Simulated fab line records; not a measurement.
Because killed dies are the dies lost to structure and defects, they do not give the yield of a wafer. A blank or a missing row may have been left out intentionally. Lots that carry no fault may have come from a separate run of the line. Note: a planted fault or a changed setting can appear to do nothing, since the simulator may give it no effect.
Chamber matching    flow n5-finfet    N5_BEOL_M7_ILD_DEP_00 on pecvd-02 has 3 sister chambers
The step deposits SiCOH lowk from DEMS/porogen, target thk 179.75 nm, time 33.4 s. 3 wafers are shown with their chamber, then 7 later ones without.

== WAFERS PAIRED WITH THEIR CHAMBERS ==
wafer   chamber  throttle-valve-pct (%)
L216.5  1        14.7
L226.1  0        14.4
L226.2  2        12.5

== WAFERS MISSING THEIR CHAMBER ==
wafer   throttle-valve-pct (%)
L226.6  14.6
L229.1  12.9
L229.2  14.8
L229.4  14.7
L231.1  14.5
L231.2  12.6
L231.3  14.5

== CHAMBER TAKEN BY EACH ==
wafer   from the rows above      in truth
L226.6  can't be placed: 1 or 0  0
L229.1  2                        2
L229.2  can't be placed: 1 or 0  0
L229.4  can't be placed: 1 or 0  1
L231.1  can't be placed: 0 or 1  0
L231.2  2                        2
L231.3  can't be placed: 0 or 1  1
Correctly placed: 2 of 7. Cannot be placed on the basis of these rows: 5; the candidates contain the true chamber in 5. Number placed wrongly: 0.
How it was worked out, from the rows above alone: a wafer's distance from a chamber is the root of the sum, over the readings, of the square of ((its reading less the chamber's mean) divided by the reading's scatter). The wafer belongs to the nearest chamber; if the next one is less than 2 further off, it can't be placed. The mean given for a chamber averages the wafers shown for that chamber. The scatter: with one shown wafer a chamber, the root of the mean of the squares of how far each hidden wafer lies from its nearest shown one.
